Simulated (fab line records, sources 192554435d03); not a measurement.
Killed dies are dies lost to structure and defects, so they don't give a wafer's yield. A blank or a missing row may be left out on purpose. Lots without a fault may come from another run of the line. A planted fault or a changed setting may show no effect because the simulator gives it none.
Chamber matching | flow n5_finfet | N5_BEOL_M0_SAQP_SPACER2_ETCHBACK_27 on rie_diel-02: 4 sister chambers
The step etches SiO2 in CHF3/O2, target depth 22.5 nm, time 11.25 s. 22 wafers are shown with their chamber, then 11 later ones without.

WAFERS WITH THEIR CHAMBER
wafer  | chamber | drypump_motor_current_A (A) | showerhead_plenum_p_Torr (Torr) | oes_f_703_au (a.u.)
L076.1 | 3       | 5.5                         | 2.46                            | 0.72
L076.2 | 2       | 5.9                         | 2.34                            | 0.86
L076.3 | 0       | 5.6                         | 2.31                            | 0.74
L077.1 | 2       | 5.9                         | 2.34                            | 0.87
L077.2 | 3       | 5.5                         | 2.46                            | 0.73
L077.4 | 0       | 5.6                         | 2.31                            | 0.74
L081.1 | 2       | 5.9                         | 2.34                            | 0.86
L081.3 | 3       | 5.5                         | 2.45                            | 0.72
L081.6 | 2       | 5.9                         | 2.34                            | 0.86
L082.1 | 3       | 5.6                         | 2.45                            | 0.72
L082.3 | 3       | 5.5                         | 2.45                            | 0.72
L082.6 | 3       | 5.5                         | 2.45                            | 0.72
L084.1 | 0       | 5.6                         | 2.30                            | 0.72
L084.5 | 0       | 5.6                         | 2.30                            | 0.73
L084.6 | 1       | 6.3                         | 2.38                            | 0.96
L087.1 | 1       | 6.3                         | 2.38                            | 0.95
L087.3 | 0       | 5.6                         | 2.30                            | 0.72
L087.5 | 2       | 5.9                         | 2.34                            | 0.84
L090.1 | 0       | 5.6                         | 2.30                            | 0.72
L090.4 | 0       | 5.6                         | 2.30                            | 0.72
L090.6 | 2       | 5.9                         | 2.33                            | 0.84
L091.4 | 2       | 5.9                         | 2.33                            | 0.84

SIGNATURES (means of the wafers above)
reading                  | chamber 0 | chamber 1 | chamber 2 | chamber 3 | scatter within a chamber
drypump_motor_current_A  | 5.600     | 6.300     | 5.900     | 5.517     | 0.0215
showerhead_plenum_p_Torr | 2.3029    | 2.3800    | 2.3371    | 2.4533    | 0.00482
oes_f_703_au             | 0.7271    | 0.9550    | 0.8529    | 0.7217    | 0.00948
Rule: a wafer's distance from a chamber is the root of the sum, over the readings, of the square of ((its reading less the chamber's mean) divided by the reading's scatter). The wafer belongs to the nearest chamber; if the next one is less than 2 further off, it can't be placed. The scatter: the root of (the sum of the squares of (reading less its chamber's mean) over the shown wafers, divided by (wafers less chambers)).

WAFERS WITHOUT THEIR CHAMBER
wafer  | drypump_motor_current_A (A) | showerhead_plenum_p_Torr (Torr) | oes_f_703_au (a.u.)
L091.5 | 5.5                         | 2.45                            | 1.01
L091.6 | 5.9                         | 2.33                            | 0.83
L095.1 | 6.3                         | 2.38                            | 0.91
L095.3 | 5.6                         | 2.44                            | 0.96
L095.6 | 5.7                         | 2.29                            | 0.71
L096.1 | 5.6                         | 2.29                            | 0.70
L096.5 | 5.5                         | 2.44                            | 0.96
L096.6 | 5.9                         | 2.33                            | 0.82
L097.1 | 5.6                         | 2.29                            | 0.71
L097.2 | 6.4                         | 2.37                            | 0.92
L097.6 | 5.5                         | 2.44                            | 0.96

WHICH CHAMBER EACH WENT THROUGH
wafer  | from the rows above | in truth
L091.5 | 3                   | 3
L091.6 | 2                   | 2
L095.1 | 1                   | 1
L095.3 | 3                   | 3
L095.6 | 0                   | 0
L096.1 | 0                   | 0
L096.5 | 3                   | 3
L096.6 | 2                   | 2
L097.1 | 0                   | 0
L097.2 | 1                   | 1
L097.6 | 3                   | 3
Placed correctly: 11 of 11. Can't be placed from these rows: 0. Placed wrongly: 0.
